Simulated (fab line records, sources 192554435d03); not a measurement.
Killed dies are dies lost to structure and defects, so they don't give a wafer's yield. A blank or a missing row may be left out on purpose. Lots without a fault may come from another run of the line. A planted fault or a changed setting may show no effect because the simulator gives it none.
Which tool did it? | flow n5_finfet | 24 lots, 72 wafers sampled, at 6 steps of a route of 1938

WHAT THE GAUGES READ, wafer by wafer
The record holds no reading of a measuring or inspecting step that can be judged against a usual standard deviation.

WHICH TOOL RAN EACH LOT (tool, then ch and the chambers of the sampled wafers, then the start)
lot  | N5_BEOL_M2_SPUTTER_79        | N5_BEOL_M2_ANNEAL_80         | N5_BEOL_M2_ANNEAL_82         | N5_BEOL_M2_ANNEAL_89         | N5_BEOL_M2_ANNEAL_91         | N5_BEOL_M2_CMP_52
L074 | pvd_sputter-01, day 7 13:12  | pvd_sputter-01, day 7 13:17  | pvd_sputter-01, day 7 13:30  | pvd_sputter-01, day 7 13:56  | pvd_sputter-01, day 7 14:10  | cmp-01 ch 0,2,3, day 7 15:15
L075 | pvd_sputter-03, day 7 16:21  | pvd_sputter-03, day 7 16:26  | pvd_sputter-03, day 7 16:39  | pvd_sputter-03, day 7 17:05  | pvd_sputter-03, day 7 17:19  | cmp-01 ch 0,2,3, day 7 18:28
L077 | pvd_sputter-01, day 7 19:11  | pvd_sputter-01, day 7 19:16  | pvd_sputter-01, day 7 19:29  | pvd_sputter-01, day 7 19:55  | pvd_sputter-01, day 7 20:08  | cmp-04 ch 0,1,2, day 7 21:46
L076 | pvd_sputter-03, day 7 22:05  | pvd_sputter-03, day 7 22:10  | pvd_sputter-03, day 7 22:23  | pvd_sputter-03, day 7 22:50  | pvd_sputter-03, day 7 23:03  | cmp-04 ch 1,2,3, day 8 00:08
L078 | pvd_sputter-03, day 8 02:06  | pvd_sputter-03, day 8 02:11  | pvd_sputter-03, day 8 02:24  | pvd_sputter-03, day 8 02:50  | pvd_sputter-03, day 8 03:04  | cmp-01 ch 1,3, day 8 04:10
L079 | pvd_sputter-03, day 8 03:56  | pvd_sputter-03, day 8 04:01  | pvd_sputter-03, day 8 04:14  | pvd_sputter-03, day 8 04:41  | pvd_sputter-03, day 8 04:54  | cmp-02 ch 0,1,3, day 8 05:59
L080 | pvd_sputter-02, day 8 07:16  | pvd_sputter-02, day 8 07:21  | pvd_sputter-02, day 8 07:34  | pvd_sputter-02, day 8 08:01  | pvd_sputter-02, day 8 08:14  | cmp-02 ch 0,3, day 8 09:19
L081 | pvd_sputter-03, day 8 18:53  | pvd_sputter-03, day 8 18:58  | pvd_sputter-03, day 8 19:11  | pvd_sputter-03, day 8 19:37  | pvd_sputter-03, day 8 19:50  | cmp-04 ch 0,1, day 8 20:55
L083 | pvd_sputter-01, day 9 02:53  | pvd_sputter-01, day 9 02:58  | pvd_sputter-01, day 9 03:11  | pvd_sputter-01, day 9 03:37  | pvd_sputter-01, day 9 03:50  | cmp-01 ch 0,1,3, day 9 05:15
L082 | pvd_sputter-02, day 9 07:24  | pvd_sputter-02, day 9 07:29  | pvd_sputter-02, day 9 07:42  | pvd_sputter-02, day 9 08:08  | pvd_sputter-02, day 9 08:22  | cmp-01 ch 1,2,3, day 9 09:35
L084 | pvd_sputter-01, day 10 07:57 | pvd_sputter-01, day 10 08:02 | pvd_sputter-01, day 10 08:15 | pvd_sputter-01, day 10 08:41 | pvd_sputter-01, day 10 08:55 | cmp-01 ch 1,2, day 10 09:59
L085 | pvd_sputter-01, day 10 10:59 | pvd_sputter-01, day 10 11:04 | pvd_sputter-01, day 10 11:17 | pvd_sputter-01, day 10 11:44 | pvd_sputter-01, day 10 11:57 | cmp-04 ch 0,1,2, day 10 13:42
L086 | pvd_sputter-02, day 10 12:42 | pvd_sputter-02, day 10 12:47 | pvd_sputter-02, day 10 13:00 | pvd_sputter-02, day 10 13:26 | pvd_sputter-02, day 10 13:40 | cmp-02 ch 0,2,3, day 10 14:44
L087 | pvd_sputter-01, day 10 17:53 | pvd_sputter-01, day 10 17:58 | pvd_sputter-01, day 10 18:11 | pvd_sputter-01, day 10 18:37 | pvd_sputter-01, day 10 18:50 | cmp-01 ch 0,2, day 10 19:57
L089 | pvd_sputter-02, day 10 21:16 | pvd_sputter-02, day 10 21:21 | pvd_sputter-02, day 10 21:34 | pvd_sputter-02, day 10 22:01 | pvd_sputter-02, day 10 22:14 | cmp-02 ch 0,1,3, day 10 23:28
L088 | pvd_sputter-01, day 11 00:30 | pvd_sputter-01, day 11 00:35 | pvd_sputter-01, day 11 00:48 | pvd_sputter-01, day 11 01:14 | pvd_sputter-01, day 11 01:28 | cmp-04 ch 0,1, day 11 02:32
L090 | pvd_sputter-02, day 11 00:45 | pvd_sputter-02, day 11 00:50 | pvd_sputter-02, day 11 01:03 | pvd_sputter-02, day 11 01:29 | pvd_sputter-02, day 11 01:43 | cmp-02 ch 0,2,3, day 11 02:47
L092 | pvd_sputter-03, day 11 14:28 | pvd_sputter-03, day 11 14:32 | pvd_sputter-03, day 11 14:46 | pvd_sputter-03, day 11 15:12 | pvd_sputter-03, day 11 15:25 | cmp-01 ch 1,2,3, day 11 16:31
L091 | pvd_sputter-03, day 11 17:56 | pvd_sputter-03, day 11 18:01 | pvd_sputter-03, day 11 18:14 | pvd_sputter-03, day 11 18:41 | pvd_sputter-03, day 11 18:54 | cmp-01 ch 0,2, day 11 20:10
L093 | pvd_sputter-03, day 11 19:55 | pvd_sputter-03, day 11 20:00 | pvd_sputter-03, day 11 20:13 | pvd_sputter-03, day 11 20:40 | pvd_sputter-03, day 11 20:53 | cmp-01 ch 1,2,3, day 11 21:57
L094 | pvd_sputter-03, day 12 00:13 | pvd_sputter-03, day 12 00:18 | pvd_sputter-03, day 12 00:31 | pvd_sputter-03, day 12 00:58 | pvd_sputter-03, day 12 01:11 | cmp-02 ch 0,1,3, day 12 02:17
L095 | pvd_sputter-02, day 12 07:28 | pvd_sputter-02, day 12 07:32 | pvd_sputter-02, day 12 07:46 | pvd_sputter-02, day 12 08:12 | pvd_sputter-02, day 12 08:25 | cmp-01 ch 0,1, day 12 09:29
L096 | pvd_sputter-02, day 12 16:26 | pvd_sputter-02, day 12 16:31 | pvd_sputter-02, day 12 16:44 | pvd_sputter-02, day 12 17:11 | pvd_sputter-02, day 12 17:24 | cmp-04 ch 0,2, day 12 18:31
L097 | pvd_sputter-02, day 13 12:43 | pvd_sputter-02, day 13 12:48 | pvd_sputter-02, day 13 13:01 | pvd_sputter-02, day 13 13:28 | pvd_sputter-02, day 13 13:41 | cmp-01 ch 0,1,3, day 13 15:02
- N5_BEOL_M2_SPUTTER_79: material Cu, target thk 4.5 nm, time 8.29 s.
- N5_BEOL_M2_ANNEAL_80: time 240 s.
- N5_BEOL_M2_ANNEAL_82: time 240 s.
- N5_BEOL_M2_ANNEAL_89: time 240 s.
- N5_BEOL_M2_ANNEAL_91: time 240 s.
- N5_BEOL_M2_CMP_52: polishes, stops on SiOC, t overpolish 6.8 s, target thk 40 nm.

WHAT THE TOOLS THEMSELVES READ (means of the sampled wafers that have a number; where no wafer has one, the mark that the record gives instead)
N5_BEOL_M2_SPUTTER_79. Usual: throttle_valve_pct 30.1 %, standard deviation 1.1.
lot  | tool           | throttle_valve_pct (%) | flag
L074 | pvd_sputter-01 | 29.7                   |
L075 | pvd_sputter-03 | 29.9                   |
L077 | pvd_sputter-01 | 29.7                   |
L076 | pvd_sputter-03 | 30.0                   |
L078 | pvd_sputter-03 | 30.1                   |
L079 | pvd_sputter-03 | 30.4                   |
L080 | pvd_sputter-02 | 30.5                   |
L081 | pvd_sputter-03 | 30.5                   |
L083 | pvd_sputter-01 | 30.4                   |
L082 | pvd_sputter-02 | 31.0                   |
L084 | pvd_sputter-01 | 31.2                   |
L085 | pvd_sputter-01 | 30.4                   |
L086 | pvd_sputter-02 | 29.0                   |
L087 | pvd_sputter-01 | 29.7                   |
L089 | pvd_sputter-02 | 29.6                   |
L088 | pvd_sputter-01 | 30.3                   |
L090 | pvd_sputter-02 | 29.5                   |
L092 | pvd_sputter-03 | 30.1                   |
L091 | pvd_sputter-03 | 29.7                   |
L093 | pvd_sputter-03 | 31.0                   |
L094 | pvd_sputter-03 | 29.9                   |
L095 | pvd_sputter-02 | 30.3                   |
L096 | pvd_sputter-02 | 29.2                   |
L097 | pvd_sputter-02 | 29.2                   |

N5_BEOL_M2_ANNEAL_80. Usual: heater_power_w 821 W, standard deviation 93.
lot  | tool           | heater_power_w (W) | flag
L074 | pvd_sputter-01 | 838                |
L075 | pvd_sputter-03 | 859                |
L077 | pvd_sputter-01 | 828                |
L076 | pvd_sputter-03 | 874                |
L078 | pvd_sputter-03 | 869                |
L079 | pvd_sputter-03 | 852                |
L080 | pvd_sputter-02 | 803                |
L081 | pvd_sputter-03 | 826                |
L083 | pvd_sputter-01 | 872                |
L082 | pvd_sputter-02 | 853                |
L084 | pvd_sputter-01 | 794                |
L085 | pvd_sputter-01 | 761                |
L086 | pvd_sputter-02 | 773                |
L087 | pvd_sputter-01 | 842                |
L089 | pvd_sputter-02 | 792                |
L088 | pvd_sputter-01 | 872                |
L090 | pvd_sputter-02 | 768                |
L092 | pvd_sputter-03 | 877                |
L091 | pvd_sputter-03 | 881                |
L093 | pvd_sputter-03 | 875                |
L094 | pvd_sputter-03 | 845                |
L095 | pvd_sputter-02 | 745                |
L096 | pvd_sputter-02 | 744                |
L097 | pvd_sputter-02 | 743                |

N5_BEOL_M2_ANNEAL_82. Usual: heater_power_w 823 W, standard deviation 92.
lot  | tool           | heater_power_w (W) | flag
L074 | pvd_sputter-01 | 832                |
L075 | pvd_sputter-03 | 870                |
L077 | pvd_sputter-01 | 826                |
L076 | pvd_sputter-03 | 882                |
L078 | pvd_sputter-03 | 876                |
L079 | pvd_sputter-03 | 853                |
L080 | pvd_sputter-02 | 808                |
L081 | pvd_sputter-03 | 831                |
L083 | pvd_sputter-01 | 887                |
L082 | pvd_sputter-02 | 853                |
L084 | pvd_sputter-01 | 804                |
L085 | pvd_sputter-01 | 767                |
L086 | pvd_sputter-02 | 779                |
L087 | pvd_sputter-01 | 830                |
L089 | pvd_sputter-02 | 809                |
L088 | pvd_sputter-01 | 851                |
L090 | pvd_sputter-02 | 752                |
L092 | pvd_sputter-03 | 874                |
L091 | pvd_sputter-03 | 885                |
L093 | pvd_sputter-03 | 853                |
L094 | pvd_sputter-03 | 845                |
L095 | pvd_sputter-02 | 747                |
L096 | pvd_sputter-02 | 738                |
L097 | pvd_sputter-02 | 745                |

N5_BEOL_M2_ANNEAL_89. Usual: heater_power_w 823 W, standard deviation 93.
lot  | tool           | heater_power_w (W) | flag
L074 | pvd_sputter-01 | 836                |
L075 | pvd_sputter-03 | 864                |
L077 | pvd_sputter-01 | 827                |
L076 | pvd_sputter-03 | 873                |
L078 | pvd_sputter-03 | 869                |
L079 | pvd_sputter-03 | 852                |
L080 | pvd_sputter-02 | 801                |
L081 | pvd_sputter-03 | 817                |
L083 | pvd_sputter-01 | 879                |
L082 | pvd_sputter-02 | 871                |
L084 | pvd_sputter-01 | 779                |
L085 | pvd_sputter-01 | 764                |
L086 | pvd_sputter-02 | 767                |
L087 | pvd_sputter-01 | 844                |
L089 | pvd_sputter-02 | 809                |
L088 | pvd_sputter-01 | 873                |
L090 | pvd_sputter-02 | 761                |
L092 | pvd_sputter-03 | 871                |
L091 | pvd_sputter-03 | 896                |
L093 | pvd_sputter-03 | 856                |
L094 | pvd_sputter-03 | 849                |
L095 | pvd_sputter-02 | 747                |
L096 | pvd_sputter-02 | 749                |
L097 | pvd_sputter-02 | 733                |

N5_BEOL_M2_ANNEAL_91. Usual: heater_power_w 822 W, standard deviation 93.
lot  | tool           | heater_power_w (W) | flag
L074 | pvd_sputter-01 | 827                |
L075 | pvd_sputter-03 | 878                |
L077 | pvd_sputter-01 | 838                |
L076 | pvd_sputter-03 | 872                |
L078 | pvd_sputter-03 | 863                |
L079 | pvd_sputter-03 | 849                |
L080 | pvd_sputter-02 | 803                |
L081 | pvd_sputter-03 | 819                |
L083 | pvd_sputter-01 | 862                |
L082 | pvd_sputter-02 | 851                |
L084 | pvd_sputter-01 | 782                |
L085 | pvd_sputter-01 | 772                |
L086 | pvd_sputter-02 | 783                |
L087 | pvd_sputter-01 | 847                |
L089 | pvd_sputter-02 | 811                |
L088 | pvd_sputter-01 | 860                |
L090 | pvd_sputter-02 | 751                |
L092 | pvd_sputter-03 | 854                |
L091 | pvd_sputter-03 | 879                |
L093 | pvd_sputter-03 | 858                |
L094 | pvd_sputter-03 | 836                |
L095 | pvd_sputter-02 | 741                |
L096 | pvd_sputter-02 | 746                |
L097 | pvd_sputter-02 | 760                |

N5_BEOL_M2_CMP_52. Usual: barrier_field_endpoint_s 24.4 s, standard deviation 0.51; clearing_platen_down_force_psi 1.5002 psi, standard deviation 0.0029; motor_current_A 5.9 A, standard deviation 0.47; overpolish_run_s 6.800 s, standard deviation 0.0092; platen_rpm 50.00 rpm, standard deviation 0.035; time_to_endpoint_s 61.9 s, standard deviation 2.8.
lot  | tool   | barrier_field_endpoint_s (s) | clearing_platen_down_force_psi (psi) | motor_current_A (A) | overpolish_run_s (s) | platen_rpm (rpm) | time_to_endpoint_s (s) | flag
L074 | cmp-01 | 24.7                         | 1.4998                               | 5.9                 | 6.791                | 50.02            | 65.3                   |
L075 | cmp-01 | 25.4                         | 1.5003                               | 5.9                 | 6.795                | 50.01            | 65.5                   |
L077 | cmp-04 | 24.6                         | 1.5003                               | 6.1                 | 6.806                | 50.01            | 61.3                   |
L076 | cmp-04 | 24.0                         | 1.4983                               | 6.0                 | 6.794                | 50.00            | 59.0                   |
L078 | cmp-01 | 25.0                         | 1.5010                               | 6.2                 | 6.796                | 50.02            | 64.9                   |
L079 | cmp-02 | 24.0                         | 1.4997                               | 5.7                 | 6.810                | 50.01            | 61.7                   |
L080 | cmp-02 | 23.9                         | 1.5032                               | 5.4                 | 6.790                | 49.98            | 58.5                   |
L081 | cmp-04 | 24.4                         | 1.4988                               | 5.9                 | 6.797                | 49.97            | 62.8                   |
L083 | cmp-01 | 24.8                         | 1.4979                               | 6.4                 | 6.805                | 49.96            | 65.9                   |
L082 | cmp-01 | 24.9                         | 1.4999                               | 6.2                 | 6.803                | 49.99            | 63.2                   |
L084 | cmp-01 | 24.5                         | 1.5024                               | 5.6                 | 6.800                | 50.01            | 62.3                   |
L085 | cmp-04 | 24.9                         | 1.4991                               | 6.1                 | 6.799                | 50.03            | 60.6                   |
L086 | cmp-02 | 24.3                         | 1.5018                               | 5.4                 | 6.797                | 50.01            | 60.0                   |
L087 | cmp-01 | 24.0                         | 1.5001                               | 5.7                 | 6.806                | 50.00            | 58.9                   |
L089 | cmp-02 | 24.0                         | 1.5000                               | 5.6                 | 6.805                | 50.06            | 58.6                   |
L088 | cmp-04 | 24.3                         | 1.5027                               | 5.6                 | 6.809                | 50.00            | 57.3                   |
L090 | cmp-02 | 24.1                         | 1.4999                               | 5.4                 | 6.795                | 50.00            | 62.8                   |
L092 | cmp-01 | 24.1                         | 1.4981                               | 6.0                 | 6.798                | 49.98            | 60.4                   |
L091 | cmp-01 | 24.5                         | 1.5022                               | 5.8                 | 6.801                | 49.99            | 63.2                   |
L093 | cmp-01 | 24.5                         | 1.4995                               | 6.0                 | 6.792                | 49.99            | 62.2                   |
L094 | cmp-02 | 24.3                         | 1.4996                               | 5.7                 | 6.799                | 49.99            | 62.6                   |
L095 | cmp-01 | 24.7                         | 1.5008                               | 6.1                 | 6.797                | 49.99            | 65.1                   |
L096 | cmp-04 | 24.2                         | 1.5015                               | 6.1                 | 6.801                | 49.99            | 62.1                   |
L097 | cmp-01 | 24.9                         | 1.5016                               | 6.0                 | 6.803                | 49.98            | 62.1                   |

THE ANSWER, worked out from the rows above alone
Rule: a lot is off if the mean of its wafers that have a number lies more than 3 standard deviations from the usual mean. A lot without any number at a reading at which 4 lots or more have one is off too. The other lots that the step has rows for count as sound. The gauges are gone through in route order, then the tools' own readings, and for those a lot's mean is taken as printed above. The first step at which some lot is off is used, and at that step the reading that is off furthest; a lot without a number counts as furthest.
No lot is off at any reading shown: from this, nothing can be told.

WHAT THE SIMULATOR HAD PUT IN
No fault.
